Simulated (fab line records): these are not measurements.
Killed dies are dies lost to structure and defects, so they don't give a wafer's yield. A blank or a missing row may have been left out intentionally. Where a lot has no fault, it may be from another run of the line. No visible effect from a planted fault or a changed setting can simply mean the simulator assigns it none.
Which tool did it? | flow nand-harc | 6 lots, 18 wafers sampled, at 1 step of a route of 1159

== WHAT THE GAUGES READ, wafer by wafer ==
NHARC_P_CONTACT_OVL_MEAS_13.
lot  | measured     | on         | overlay-x-nm (nm)
L416 | day 6 03:31  | overlay-01 | -0.7 -0.6 0.3
L421 | day 7 07:53  | overlay-02 | 0.8 0.4 1.1
L425 | day 8 18:01  | overlay-02 | -0.5 0.1 0.1
L430 | day 9 13:47  | overlay-02 | -0.8 -1.0 -1.0
L431 | day 9 20:56  | overlay-01 | 0.3 0.0 0.4
L433 | day 10 08:47 | overlay-02 | 0.7 -0.1 -0.3

== TOOL THAT RAN EACH LOT (tool first, then ch and the chambers of the sampled wafers, then the start) ==
The record shows no process step preceding these readings.

== THE ANSWER, worked out from the rows above alone ==
Rule: usual is defined by the lots themselves. The widest of any qualifying gaps counts: lots, ordered by their means at a reading, are off when they make up no more than a third of the lots, leave a main group of 4 or more, and stand apart from it by 3 or more times the standard deviation of that group's means. The tables above print the reading to a certain number of digits; a main group whose means all agree to those digits is not used. Also off: a lot with no number at a reading for which 4 or more lots have one. All remaining lots with rows at the step are treated as sound.
None of the lots is off at any reading shown; this tells nothing.

== WHAT HAD BEEN PUT IN BY THE SIMULATOR ==
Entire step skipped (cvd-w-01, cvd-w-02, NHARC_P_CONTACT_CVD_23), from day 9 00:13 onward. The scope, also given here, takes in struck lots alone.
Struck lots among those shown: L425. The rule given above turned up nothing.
